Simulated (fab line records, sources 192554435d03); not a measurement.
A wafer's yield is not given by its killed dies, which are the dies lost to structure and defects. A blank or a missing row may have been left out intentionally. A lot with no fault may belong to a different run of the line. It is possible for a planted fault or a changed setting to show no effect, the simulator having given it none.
A struck lot beside a sound one    flow n5-finfet    18 steps out of a route of 1938
Sound: wafers L215.2, L215.3, L215.6. Struck: wafer L227.2 (left out: L227.3, L227.6 of the same lot, which were not struck); the cause appears at the end.
Order at every step that has rows: each side's tool, ch and its chambers, its first start. Under that, the readings that differ: sound wafers    struck wafers    difference of the means    sigmas: that difference in standard deviations of wafers without a fault.
alike: same words and numbers on both sides, and readings whose means sit less than 2 such deviations apart. not compared: any withheld reading, any reading some wafer has no value for, any bound like >300 that may hide the same value, and any number with overlapping values for which the record gives no deviation.
A row with sigmas, a row that says differs or no value, or rows on one side alone: a step with any of these is where the two part. Numbers that have no deviation but don't overlap get no sigmas and don't part them. Lack of a reading on every wafer of one side parts them only where that side has two or more wafers.

first, 2 steps without rows for these wafers: N5_BEOL_M2_ANNEAL_82 (time 240 s); N5_BEOL_M2_SPUTTER_86 (material Cu, target thk 4.5 nm, time 8.29 s).
N5_BEOL_M2_ANNEAL_87: time 240 s.
  sound on pvd-sputter-02 at day 7 20:32; struck on pvd-sputter-03 at day 10 23:19
  alike: heater-power-w
then, 4 steps without rows for these wafers: N5_BEOL_M2_SPUTTER_88 (material Cu, target thk 4.5 nm, time 8.29 s); N5_BEOL_M2_ANNEAL_89 (time 240 s); N5_BEOL_M2_SPUTTER_90 (material Cu, target thk 4.5 nm, time 8.29 s); N5_BEOL_M2_ANNEAL_91 (time 240 s).
N5_BEOL_M2_SPUTTER_92: material Cu, target thk 4.5 nm, time 8.29 s.
  sound on pvd-sputter-02 at day 7 21:07; struck on pvd-sputter-03 at day 10 23:54
  alike: throttle-valve-pct
N5_BEOL_M2_ANNEAL_93: time 240 s.
  sound on pvd-sputter-02 at day 7 21:11; struck on pvd-sputter-03 at day 10 23:59
  alike: heater-power-w
N5_BEOL_M2_SPUTTER_94: material Cu, target thk 4.5 nm, time 8.29 s.
  sound on pvd-sputter-02 at day 7 21:20; struck on pvd-sputter-03 at day 11 00:07
  alike: throttle-valve-pct
then, 1 step without rows for these wafers: N5_BEOL_M2_ANNEAL_95 (time 240 s).
N5_BEOL_M2_SPUTTER_96: material Cu, target thk 4.5 nm, time 8.29 s.
  sound on pvd-sputter-02 at day 7 21:33; struck on pvd-sputter-03 at day 11 00:20
  alike: throttle-valve-pct
N5_BEOL_M2_ECD_50: material Cu, target thk 300 nm.
  sound on ecd-cu-02 ch 0,1, day 7 21:40; struck on ecd-cu-01 ch 1, day 11 00:28
reading                                 sound              struck  difference  sigmas
model.Cu_of_BEOL_M2_ECD_50.thk-nm (nm)  303.6 302.4 299.8  155.2   -146.7      
then, 1 step without rows for these wafers: N5_BEOL_M2_ANNEAL_51 (time 90 s).
N5_BEOL_M2_CMP_52: polishes, stops on SiOC, t overpolish 6.8 s, target thk 40 nm.
  sound on cmp-04 ch 1,2,3, day 7 22:07; struck on cmp-01 ch 1, day 11 00:56
reading                 sound        struck  difference  sigmas
motor-current-A (A)     6.7 6.2 6.2  5.0     -1.4        -3
time-to-endpoint-s (s)  64 64 65     30      -34         -10
N5_BEOL_M2_THK_MEAS_53: measures by xrf.
  sound on film-metro-01 at day 7 22:20; struck on film-metro-01 at day 11 01:11
  alike: M2_THK
N5_BEOL_M4_RC_MEAS_101:
  sound on prober-02 ch 0, day 8 23:40; struck on prober-02 ch 0, day 11 23:48
  alike: DIBL_N, DIBL_P, IOFF_N, IOFF_P, ION_N, ION_P, SS_N, SS_P, VT_N, VT_P
-- record jumps: 5 days separate the struck wafers' starts on either side; left off in module BEOL_M4, taken up again in module PASSIVATION, whose first shown step is the route's number 1936 --
N5_PASSIVATION_PROBE_49:
  sound on prober-02 at day 13 04:47; struck on prober-01 at day 16 14:35
  alike: defect-limited-yield, killed_at_M0_to_M3, killed_at_M4_up, killed-at-contacts, killed-at-front-end, killed-at-other, killed-dies, killed-open, killed-short, sort_bin_5_function, sort_bin_6_memory, sort_bin_8_speed, sort-n-pass, sort-yield-pct

## WHERE THEY PART
Within this record, at N5_BEOL_M2_CMP_52 only. Later steps at which nothing parts them and some readings are alike: N5_BEOL_M2_THK_MEAS_53, N5_BEOL_M4_RC_MEAS_101, N5_PASSIVATION_PROBE_49.

WHY: what had been put in by the simulator
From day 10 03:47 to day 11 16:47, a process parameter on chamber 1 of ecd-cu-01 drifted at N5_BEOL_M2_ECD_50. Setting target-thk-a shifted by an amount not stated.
